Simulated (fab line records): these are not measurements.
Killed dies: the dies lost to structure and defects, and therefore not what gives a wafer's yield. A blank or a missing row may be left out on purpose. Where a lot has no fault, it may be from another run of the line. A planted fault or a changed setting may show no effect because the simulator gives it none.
Chamber matching || flow n5 finfet || N5_BEOL_M7_CURE_74 on uv cure-03 has 3 sister chambers
The step cures SiCOH lowk, time 240 s. 20 wafers are shown with their chamber, then 10 later ones without.

== EACH WAFER AND ITS CHAMBER ==
{"wafer": "L074.3", "chamber": 1, "wafer_temp_C_max": 387.2, "lamp power pct (%)": 52.28}
{"wafer": "L074.5", "chamber": 1, "wafer_temp_C_max": 388.1, "lamp power pct (%)": 52.27}
{"wafer": "L074.6", "chamber": 1, "wafer_temp_C_max": 387.6, "lamp power pct (%)": 52.22}
{"wafer": "L077.1", "chamber": 1, "wafer_temp_C_max": 387.2, "lamp power pct (%)": 52.29}
{"wafer": "L077.5", "chamber": 1, "wafer_temp_C_max": 387.4, "lamp power pct (%)": 52.31}
{"wafer": "L077.6", "chamber": 1, "wafer_temp_C_max": 388.2, "lamp power pct (%)": 52.41}
{"wafer": "L077.2", "chamber": 1, "wafer_temp_C_max": 387.5, "lamp power pct (%)": 52.32}
{"wafer": "L077.3", "chamber": 1, "wafer_temp_C_max": 388.0, "lamp power pct (%)": 52.39}
{"wafer": "L077.4", "chamber": 1, "wafer_temp_C_max": 387.8, "lamp power pct (%)": 52.38}
{"wafer": "L083.1", "chamber": 2, "wafer_temp_C_max": 387.7, "lamp power pct (%)": 52.27}
{"wafer": "L083.3", "chamber": 2, "wafer_temp_C_max": 386.9, "lamp power pct (%)": 52.36}
{"wafer": "L083.6", "chamber": 2, "wafer_temp_C_max": 386.8, "lamp power pct (%)": 52.25}
{"wafer": "L084.1", "chamber": 2, "wafer_temp_C_max": 387.2, "lamp power pct (%)": 52.31}
{"wafer": "L084.2", "chamber": 2, "wafer_temp_C_max": 386.8, "lamp power pct (%)": 52.30}
{"wafer": "L084.5", "chamber": 2, "wafer_temp_C_max": 386.9, "lamp power pct (%)": 52.31}
{"wafer": "L085.4", "chamber": 2, "wafer_temp_C_max": 386.9, "lamp power pct (%)": 52.38}
{"wafer": "L085.5", "chamber": 2, "wafer_temp_C_max": 387.4, "lamp power pct (%)": 52.31}
{"wafer": "L085.6", "chamber": 2, "wafer_temp_C_max": 387.5, "lamp power pct (%)": 52.26}
{"wafer": "L091.3", "chamber": 0, "wafer_temp_C_max": 386.1, "lamp power pct (%)": 52.29}
{"wafer": "L091.4", "chamber": 0, "wafer_temp_C_max": 386.5, "lamp power pct (%)": 52.32}

SIGNATURES (averages over the wafers above)
{"reading": "wafer_temp_C_max", "chamber 0": 386.300, "chamber 1": 387.667, "chamber 2": 387.122, "scatter within a chamber": 0.354}
{"reading": "lamp power pct", "chamber 0": 52.3050, "chamber 1": 52.3189, "chamber 2": 52.3056, "scatter within a chamber": 0.0527}
Rule: a wafer lies at a distance from a chamber equal to the root of the sum of squares, over the readings, of (its reading less the chamber's mean, divided by the reading's scatter). The wafer belongs to the nearest chamber; if the next one is less than 2 further off, it can't be placed. The scatter: the root of (the sum of the squares of (reading less its chamber's mean) over the shown wafers, divided by (wafers less chambers)).

== WAFERS WITH NO CHAMBER GIVEN ==
{"wafer": "L091.6", "wafer_temp_C_max": 386.8, "lamp power pct (%)": 52.27}
{"wafer": "L095.3", "wafer_temp_C_max": 386.8, "lamp power pct (%)": 52.25}
{"wafer": "L095.5", "wafer_temp_C_max": 387.6, "lamp power pct (%)": 52.26}
{"wafer": "L095.6", "wafer_temp_C_max": 386.7, "lamp power pct (%)": 52.33}
{"wafer": "L097.1", "wafer_temp_C_max": 386.1, "lamp power pct (%)": 52.28}
{"wafer": "L097.3", "wafer_temp_C_max": 385.7, "lamp power pct (%)": 52.36}
{"wafer": "L097.6", "wafer_temp_C_max": 386.0, "lamp power pct (%)": 52.23}
{"wafer": "L097.2", "wafer_temp_C_max": 386.5, "lamp power pct (%)": 52.38}
{"wafer": "L097.4", "wafer_temp_C_max": 386.2, "lamp power pct (%)": 52.26}
{"wafer": "L097.5", "wafer_temp_C_max": 385.7, "lamp power pct (%)": 52.36}

== WHICH CHAMBER EACH ONE RAN IN ==
{"wafer": "L091.6", "from the rows above": "can't be placed: 2 or 0 or 1", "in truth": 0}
{"wafer": "L095.3", "from the rows above": "can't be placed: 2 or 0 or 1", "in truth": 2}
{"wafer": "L095.5", "from the rows above": "can't be placed: 1 or 2", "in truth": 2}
{"wafer": "L095.6", "from the rows above": "can't be placed: 0 or 2 or 1", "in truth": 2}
{"wafer": "L097.1", "from the rows above": 0, "in truth": 0}
{"wafer": "L097.3", "from the rows above": 0, "in truth": 0}
{"wafer": "L097.6", "from the rows above": "can't be placed: 0 or 2", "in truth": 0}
{"wafer": "L097.2", "from the rows above": "can't be placed: 0 or 2 or 1", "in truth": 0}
{"wafer": "L097.4", "from the rows above": "can't be placed: 0 or 2", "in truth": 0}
{"wafer": "L097.5", "from the rows above": 0, "in truth": 0}
Placed correctly: 3 of 10. Cannot be placed on the basis of these rows: 7; the candidates contain the true chamber in 7. Placed wrongly: 0.
